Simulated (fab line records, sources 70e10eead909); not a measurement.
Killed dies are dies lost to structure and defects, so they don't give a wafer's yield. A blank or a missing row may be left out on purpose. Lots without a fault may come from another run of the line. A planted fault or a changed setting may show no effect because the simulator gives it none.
fab line records | flow nand_harc
record lots=12 wafers=35 last_day=33
route steps=1302 shown A_STAIRCASE@686 END@1302
lots that met no fault: from a run of the same line without faults
start_h: hours from the record's first day to the start of the lot's first wafer shown | wait_h: hours since the lot's step before | " the same as in the row above | L1.1+2: a row that stands for several wafers | - no value, or no start given | * or withheld: withheld | < > ~ a bound
route shown NAME@n: a module of which the file shows steps, and the number in the route of the first | usual: mean/standard deviation of fault-free wafers | same: alike in all rows | chamber/n: place in a boat | sites: the reading at each site | _std_site: their standard deviation | _edge_site: outer sites' mean less inner sites' | radius_mm: how far each site lies from the wafer's centre | mask NAME#n: copy n | behind: the tool/chamber that last shaped the wafer | hold: why the lot was held/for how many hours/how that ended | device: the transistor (n, p or np) that didn't switch | end of line: the same wafers' tests at the end of the route | a step without rows: its recipe alone | killed: dies lost to structure and defects at the first sort, not the wafer's yield | map: a wafer's dies, x killed, . not, _ none there
set.NAME: the setting as run; set.NAME@STEP: as run at that earlier step | model.NAME: the simulator's own value behind a step, which no gauge read
steps of the route over a sample of lots; a table a step, a row a wafer
services: from which hour (start_h, from the record's first day; less than 0 if before it) a tool's chamber was out of use, for how many hours, and why
## steps
# step NHARC_A_STAIRCASE_STRIP_175
# recipe power_w=1500 temp_c=250 chemistry=O2
# usual drypump_motor_current_A=5.8/0.45 heater_power_w=325/23 temp_c=250.00/0.14
# columns lot.wafer tool chamber start_h wait_h drypump_motor_current_A heater_power_w rf_hours_counter_h temp_c
L267.3 plasma_asher-01 0 373.47 0.2 5.6 315 - 250.13
L267.6 " 0 " " 5.6 318 - 249.99
L267.5 " 1 " " 5.1 299 - 249.83
L274.1 plasma_asher-02 1 457.60 0.1 6.2 360 5 250.09
L274.2 " 0 " " 6.1 318 5 250.13
L274.3 " 1 " " 6.2 358 - 249.92
L276.2 plasma_asher-02 0 462.73 0.1 6.2 311 6 250.12
L276.6 " 1 " " 6.2 363 - 249.72
L276.5 " 0 " " 6.1 323 - 250.10
L277.3 plasma_asher-02 1 477.44 0.2 6.2 360 - 249.88
L277.5 " 0 " " 6.1 320 - 250.16
L279.2 plasma_asher-02 1 497.38 0.1 6.2 361 12 249.96
L279.1 " 0 " " 6.1 327 12 249.90
L279.4 " 1 " " 6.2 362 - 249.94
L278.2 plasma_asher-01 0 497.58 0.1 5.6 316 31 250.22
L278.5 " 0 " " 5.6 325 - 249.93
L278.6 " 1 " " 5.0 303 - 249.93
L280.1 plasma_asher-01 0 513.70 0.1 5.6 324 34 250.20
L280.2 " 1 " " 5.1 301 34 250.31
L280.4 " 0 " " 5.6 316 - 250.01
L282.1 plasma_asher-01 0 537.29 0.1 5.6 297 2 249.97
L282.3 " 0 " " 5.7 301 - 250.06
L282.6 " 0 " " 5.6 302 - 249.95
L285.1 plasma_asher-02 1 561.88 0.1 6.2 341 26 250.07
L285.3 " 0 " " 6.1 315 - 250.00
L285.4 " 1 " " 6.2 351 - 250.10
L284.1 plasma_asher-02 0 562.12 0.1 6.1 323 26 250.10
L284.2 " 1 " " 6.2 352 26 250.19
L284.4 " 1 " " 6.2 369 - 250.05
L286.1 plasma_asher-01 0 573.53 0.1 5.6 297 9 250.07
L286.3 " 0 " " 5.6 305 - 250.01
L286.5 " 0 " " 5.6 302 - 250.08
L287.4 plasma_asher-01 1 582.02 0.2 5.1 302 - 249.83
L287.3 " 0 " " 5.6 311 - 250.07
L287.5 " 0 " " 5.6 301 - 249.80
# step NHARC_A_STAIRCASE_TRIM_193
# recipe time_s=211.2 o2_flow_sccm=500 ar_flow_sccm=0 bias_w=0 chemistry=O2
# usual drypump_motor_current_A=5.7/0.46 o2_flow_sccm=500.1/1.6 oes_product_au=0.996/0.01 rf_vpp_V=57.8/0.83 showerhead_plenum_p_Torr=3.55/0.11 throttle_valve_pct=17.036/0.0086
# columns lot.wafer tool chamber start_h wait_h drypump_motor_current_A o2_flow_sccm oes_product_au rf_hours_counter_h rf_vpp_V showerhead_plenum_p_Torr throttle_valve_pct
L267.3 rie_diel-06 3 - - 5.9 501.2 1.014 20 58.5 3.50 17.037
L267.5 " 2 " " 6.6 501.6 1.001 - 57.5 3.45 17.026
L267.6 " 3 " " 5.9 502.6 1.004 - 57.8 3.50 17.034
L274.1 rie_diel-06 1 - - 5.7 498.5 1.013 56 57.0 3.48 17.044
L274.2 " 3 " " 5.9 502.5 0.987 54 58.1 3.48 17.038
L274.3 " 0 " " 5.5 500.0 1.001 54 57.6 3.71 17.027
L276.2 rie_diel-06 0 - - 5.5 502.4 0.987 57 58.9 3.71 17.030
L276.6 " 1 " " 5.7 501.6 1.000 - 57.0 3.48 17.047
L276.5 " 0 " " 5.5 500.5 0.984 - 58.2 3.71 17.051
L277.3 rie_diel-06 0 - - 5.5 499.7 1.008 63 57.0 3.70 17.034
L277.5 " 0 " " 5.5 500.2 1.000 - 57.4 3.71 17.037
L279.4 rie_diel-08 1 - - 5.8 497.1 1.016 44 58.0 3.56 17.038
L279.1 " 2 " " 5.4 497.4 1.019 40 57.5 3.48 17.035
L279.2 " 0 " " 5.2 499.3 0.996 39 57.8 3.51 17.047
L278.2 rie_diel-07 0 - - 6.2 500.3 0.992 7 58.4 3.71 17.035
L278.5 " 3 " " 5.3 502.8 0.991 - 56.4 3.46 17.040
L278.6 " 0 " " 6.2 499.7 0.997 - 57.3 3.71 17.040
L280.1 rie_diel-08 2 - - 5.4 498.0 1.011 44 58.7 3.48 17.044
L280.2 " 3 " " 5.5 496.5 0.998 51 56.4 3.31 17.037
L280.4 " 0 " " 5.2 501.5 1.005 - 58.3 3.51 17.042
L282.1 rie_diel-07 0 - - 6.1 500.0 0.997 19 57.6 3.71 17.029
L282.3 " 2 " " 5.2 498.6 1.008 18 57.0 3.63 17.039
L282.6 " 0 " " 6.2 500.4 0.994 - 59.7 3.71 17.038
L285.4 rie_diel-07 0 - - 6.2 500.1 0.992 25 59.1 3.70 17.037
L285.1 " 2 " " 5.2 501.7 0.995 23 59.1 3.63 17.019
L285.3 " 3 " " 5.3 500.1 0.988 23 58.1 3.45 17.038
L284.2 rie_diel-06 3 - - 5.9 499.3 1.002 21 57.8 3.47 17.030
L284.4 " 0 " " 5.5 499.4 0.985 20 57.3 3.69 17.026
L284.1 " 1 " " 5.7 500.8 1.007 23 57.8 3.46 17.030
L286.3 rie_diel-07 2 - - 5.2 499.6 1.001 30 57.5 3.62 17.034
L286.1 " 3 " " 5.3 498.5 1.001 28 57.3 3.45 17.035
L286.5 " 2 " " 5.3 500.8 0.999 - 58.7 3.62 17.031
L287.4 rie_diel-06 3 - - 5.9 499.4 1.006 29 55.8 3.46 17.035
L287.3 " 0 " " 5.5 497.8 0.998 28 58.4 3.69 17.047
L287.5 " 3 " " 5.9 501.3 0.998 - 58.5 3.46 17.052
# step NHARC_A_STAIRCASE_ETCH_194
# recipe target_depth_a=1000 time_s=40.5 ion_energy_ev=400 c4f8_flow_sccm=20 o2_flow_sccm=10 ar_flow_sccm=withheld rf_w=600 bias_w=1000 chemistry=C4F8/O2
# usual oes_product_au=0.938/0.012 rf_fwd_power_W=591/3.5 rf_vpp_V=896/4.2
# columns lot.wafer tool chamber start_h wait_h oes_product_au rf_fwd_power_W rf_hours_counter_h rf_vpp_V
L267.3 rie_diel-06 2 375.84 - 0.924 592 20 891
L267.5 " 2 " " 0.937 591 - 893
L267.6 " 3 " " 0.930 588 - 894
L274.2 rie_diel-06 1 460.20 - 0.943 594 56 894
L274.1 " 3 " " 0.776 587 54 893
L274.3 " 0 " " 0.937 592 54 901
L276.2 rie_diel-06 0 466.20 - 0.928 591 57 901
L276.5 " 0 " " 0.772 591 - 903
L276.6 " 1 " " 0.941 591 - 895
L277.3 rie_diel-06 1 480.28 - 0.951 591 65 893
L277.5 " 3 " " 0.769 585 - 894
L279.4 rie_diel-08 0 499.83 - 0.951 591 39 894
L279.2 " 2 " " 0.936 595 40 895
L279.1 " 3 " " 0.949 590 47 888
L278.2 rie_diel-07 1 500.02 - 0.938 594 8 899
L278.5 " 0 " " 0.936 593 - 903
L278.6 " 1 " " 0.940 595 - 898
L280.2 rie_diel-08 3 516.31 - 0.934 592 51 889
L280.1 " 2 " " 0.960 596 44 894
L280.4 " 3 " " 0.931 593 - 887
L282.3 rie_diel-07 3 539.74 - 0.950 590 17 893
L282.1 " 1 " " 0.942 595 20 898
L282.6 " 2 " " 0.950 593 - 899
L285.4 rie_diel-07 0 564.28 - 0.919 594 25 903
L285.3 " 1 " " 0.934 595 26 898
L285.1 " 2 " " 0.944 595 23 900
L284.4 rie_diel-06 3 564.59 - 0.944 586 21 895
L284.1 " 0 " " 0.941 591 20 902
L284.2 " 1 " " 0.967 589 23 894
L286.3 rie_diel-07 0 576.35 - 0.944 597 30 901
L286.1 " 3 " " 0.944 589 28 893
L286.5 " 0 " " 0.944 599 - 903
L287.4 rie_diel-06 2 587.25 - 0.956 592 37 892
L287.3 " 1 " " 0.961 590 34 891
L287.5 " 3 " " 0.952 587 - 895
# step NHARC_A_STAIRCASE_TRIM_196
# recipe time_s=211.2 o2_flow_sccm=500 ar_flow_sccm=0 bias_w=0 chemistry=O2
# usual drypump_motor_current_A=5.6/0.45 o2_flow_sccm=500.0/1.5 oes_product_au=0.995/0.011 rf_vpp_V=57.8/0.93 showerhead_plenum_p_Torr=3.55/0.11 throttle_valve_pct=17.038/0.0093
# columns lot.wafer tool chamber start_h wait_h drypump_motor_current_A o2_flow_sccm oes_product_au rf_hours_counter_h rf_vpp_V showerhead_plenum_p_Torr throttle_valve_pct
L267.3 rie_diel-07 1 376.09 0.1 5.1 499.5 0.994 20 58.2 3.62 17.042
L267.6 " 3 " " 5.3 497.9 0.993 - 58.3 3.48 17.037
L267.5 " 0 " " 6.2 501.1 0.994 - 56.2 3.73 17.048
L274.1 rie_diel-06 3 460.38 0.1 5.9 500.9 0.993 54 56.5 3.48 17.049
L274.2 " 0 " " 5.5 501.4 0.982 55 59.3 3.71 17.037
L274.3 " 1 " " 5.7 500.9 1.001 56 57.8 3.48 17.039
L276.2 rie_diel-08 0 466.39 0.1 5.2 500.6 0.996 26 57.6 3.52 17.046
L276.6 " 0 " " 5.2 500.5 1.000 - 57.6 3.52 17.053
L276.5 " 1 " " 5.7 500.9 1.011 - 57.1 3.57 17.032
L277.3 rie_diel-07 3 480.48 0.1 5.3 499.2 1.000 0 55.8 3.47 17.043
L277.5 " 2 " " 5.2 500.7 0.992 - 57.0 3.64 17.031
L279.4 rie_diel-08 2 500.00 0.1 5.4 498.7 1.014 40 57.2 3.48 17.037
L279.1 " 3 " " 5.5 500.5 0.995 47 56.5 3.31 17.032
L279.2 " 1 " " 5.7 498.3 1.021 44 57.1 3.56 17.031
L278.2 rie_diel-06 1 500.26 0.1 5.7 497.0 1.008 2 58.0 3.48 17.030
L278.5 " 2 " " 6.6 498.4 0.997 - 56.3 3.44 17.045
L278.6 " 3 " " 5.9 499.1 0.991 - 57.1 3.48 17.057
L280.1 rie_diel-07 3 516.52 0.1 5.3 502.6 0.993 9 59.1 3.46 17.038
L280.2 " 0 " " 6.2 500.9 0.982 12 57.0 3.71 17.054
L280.4 " 1 " " 5.0 498.8 0.988 12 57.9 3.60 17.028
L282.1 rie_diel-07 0 539.91 0.1 6.2 502.7 0.983 19 58.4 3.71 17.026
L282.3 " 1 " " 5.0 497.7 1.003 20 57.4 3.59 17.045
L282.6 " 0 " " 6.1 500.5 0.982 - 59.0 3.71 17.035
L285.1 rie_diel-07 0 564.47 0.1 6.2 501.1 1.000 26 57.8 3.70 17.034
L285.3 " 1 " " 5.0 501.9 0.993 26 56.5 3.59 17.031
L285.4 " 2 " " 5.3 499.1 1.001 23 57.0 3.63 17.055
L284.2 rie_diel-06 2 564.78 0.1 6.6 498.0 0.989 24 57.8 3.42 17.039
L284.1 " 3 " " 5.9 499.7 0.999 21 58.9 3.47 17.033
L284.4 " 0 " " 5.5 499.8 0.986 20 58.1 3.69 17.047
L286.3 rie_diel-07 0 576.54 0.1 6.2 498.3 0.988 30 58.5 3.70 17.035
L286.1 " 2 " " 5.3 502.1 0.997 30 58.7 3.62 17.016
L286.5 " 3 " " 5.3 498.6 0.996 - 58.6 3.45 17.032
L287.3 rie_diel-08 2 587.43 0.1 5.4 497.5 0.993 9 57.8 3.47 17.041
L287.4 " 1 " " 5.8 501.5 1.017 7 58.2 3.56 17.034
L287.5 " 3 " " 5.5 502.0 1.008 - 56.8 3.30 17.041
# step NHARC_END_SORT_01
# recipe temp_c=25
# usual killed_at_array=58/20 killed_at_other=1.0/1.2 killed_at_periphery=4.1/3 killed_dies=63/20 killed_open=3.2/1.7 killed_short=2.5/1.5
# same gross_dies=677
# columns lot.wafer tool chamber start_h wait_h killed_at_array killed_at_other killed_at_periphery killed_dies killed_open killed_short
L274.1 prober-01 0 658.84 2.5 653 2 6 661 2 4
L274.2 prober-01 0 659.64 2.8 59 3 10 72 5 1
L274.3 prober-01 0 660.44 3.1 65 1 7 73 6 1
L276.2 prober-02 0 659.69 2.8 35 0 11 46 5 2
L276.5 prober-02 0 662.12 3.7 657 0 8 665 1 4
L276.6 prober-02 0 662.93 4.1 41 1 10 52 7 4
L277.3 prober-02 0 689.15 3.1 27 2 13 42 1 2
L277.5 prober-02 0 690.77 3.7 654 1 13 668 4 2
# killed by level:class
L274.1 A_STAIRCASE:area_etch=590 A_SLIT:chamber_film_flake=38 A_CHANNEL_HOLE_D1:chamber_film_flake=6 A_CONTACT:chamber_film_flake=6 P_ZERO_WELL:chamber_film_flake=3 A_CHANNEL_HOLE_D2:chamber_film_flake=3 A_STAIRCASE:chamber_film_flake=3 THIN_TSV:chamber_film_flake=2
L274.2 A_SLIT:chamber_film_flake=33 A_CHANNEL_HOLE_D1:chamber_film_flake=7 A_CONTACT:chamber_film_flake=6 P_ZERO_WELL:chamber_film_flake=5 A_CHANNEL_HOLE_D2:chamber_film_flake=5 THIN_TSV:chamber_film_flake=3 P_CONTACT:geometric_particle:open=2 P_GATE:chamber_film_flake=2
L276.2 A_CHANNEL_HOLE_D1:chamber_film_flake=26 A_STAIRCASE:chamber_film_flake=5 P_BONDPAD:chamber_film_flake=4 P_M0:geometric_particle:open=2 P_GATE:chamber_film_flake=2 P_GATE:geometric_particle:open=1 P_CONTACT:geometric_particle:short=1 P_M1:geometric_particle:open=1
L274.3 A_SLIT:chamber_film_flake=35 A_CHANNEL_HOLE_D2:chamber_film_flake=6 A_CHANNEL_HOLE_D1:chamber_film_flake=6 A_STAIRCASE:chamber_film_flake=6 P_ZERO_WELL:chamber_film_flake=4 A_CONTACT:chamber_film_flake=4 A_CHANNEL_FILL_D2:geometric_particle:open=2 P_GATE:chamber_film_flake=2
L276.5 A_STAIRCASE:area_etch=621 A_CHANNEL_HOLE_D1:chamber_film_flake=22 P_BONDPAD:chamber_film_flake=6 A_STAIRCASE:chamber_film_flake=6 A_ONON_D1:geometric_particle:short=1 A_DECK1_JOINT:geometric_particle:open=1 A_CHANNEL_HOLE_D2:geometric_particle:short=1 A_CHANNEL_FILL_D2:geometric_particle:short=1
L276.6 A_CHANNEL_HOLE_D1:chamber_film_flake=25 P_BONDPAD:chamber_film_flake=3 A_CONTACT:chamber_film_flake=3 A_ONON_D2:geometric_particle:short=2 A_CHANNEL_HOLE_D2:geometric_particle:open=2 P_CONTACT:chamber_film_flake=2 A_STAIRCASE:chamber_film_flake=2 P_GATE:geometric_particle:short=1
L277.3 A_CHANNEL_HOLE_D1:chamber_film_flake=10 P_GATE:chamber_film_flake=8 A_STAIRCASE:chamber_film_flake=8 A_SLIT:chamber_film_flake=4 P_BONDPAD:chamber_film_flake=3 P_CONTACT:chamber_film_flake=2 THIN_TSV:chamber_film_flake=2 A_ONON_D1:geometric_particle:open=1
L277.5 A_STAIRCASE:area_etch=623 A_STAIRCASE:chamber_film_flake=9 A_CHANNEL_HOLE_D1:chamber_film_flake=8 P_GATE:chamber_film_flake=6 P_CONTACT:chamber_film_flake=4 A_SLIT:chamber_film_flake=4 P_BONDPAD:chamber_film_flake=2 A_CHANNEL_FILL_D1:chamber_film_flake=2
## services
# columns tool chamber start_h hours kind
rie_diel-08 2 353.29 3.9 repair
rie_diel-06 2 355.50 4.1 repair
plasma_asher-02 - 361.31 2.0 repair
rie_diel-06 0 365.83 - clean
rie_diel-06 1 365.83 - clean
rie_diel-06 2 365.83 - clean
rie_diel-06 3 365.83 - clean
rie_diel-08 - 371.10 9.0 pm
rie_diel-06 0 392.33 - clean
rie_diel-06 1 392.33 - clean
rie_diel-08 2 393.50 11.2 repair
rie_diel-08 0 393.82 3.0 repair
rie_diel-08 1 416.73 3.3 repair
plasma_asher-02 - 426.00 9.0 pm
rie_diel-07 1 442.29 7.0 repair
plasma_asher-01 - 451.33 1.3 repair
rie_diel-07 - 471.29 9.0 pm
rie_diel-06 - 484.74 9.0 pm
rie_diel-08 1 507.94 34.1 repair
rie_diel-08 - 510.07 0.4 repair
plasma_asher-01 - 519.15 9.0 pm
rie_diel-08 - 548.92 9.0 pm
rie_diel-06 - 552.38 2.1 repair
rie_diel-06 3 573.18 5.0 repair
## key
first_sign step=NHARC_A_STAIRCASE_ETCH_194 reading=oes_product_au direction=down sigmas=14 usual=0.938 struck=0.773
effect step=NHARC_END_SORT_01 reading=killed_dies direction=up sigmas=30 usual=63 struck=665
more_kills_born_at NHARC_A_STAIRCASE_ETCH_194@rie_diel-06=1834
met_at NHARC_A_STAIRCASE_ETCH_194
struck_lots L274,L276,L277
struck_wafers L274.1,L276.5,L277.5
later_rows_left_out L274.1,L276.5,L277.5
tester_left_out L274,L276,L277
not_acting_at NHARC_A_STAIRCASE_STRIP_175,NHARC_A_STAIRCASE_TRIM_193,NHARC_A_STAIRCASE_TRIM_196
onset_between 375.84 460.20
fault kind=process_parameter_drift tool=rie_diel-06 chamber=- onset_h=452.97 steps=NHARC_A_STAIRCASE_ETCH_194 channel=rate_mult offset=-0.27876 shape=step end_h=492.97 scope=struck_wafers_only
# tester_left_out: of these lots the tester's yield and bins aren't shown, on N5 and GAA mostly nor the transistor test; their killed dies are dies lost to structure and defects alone, not to doping, threshold or leakage, so they don't give the yield
# later_rows_left_out: the simulator's readings of these wafers behind a module that went badly wrong aren't trusted and aren't shown, but for the sort
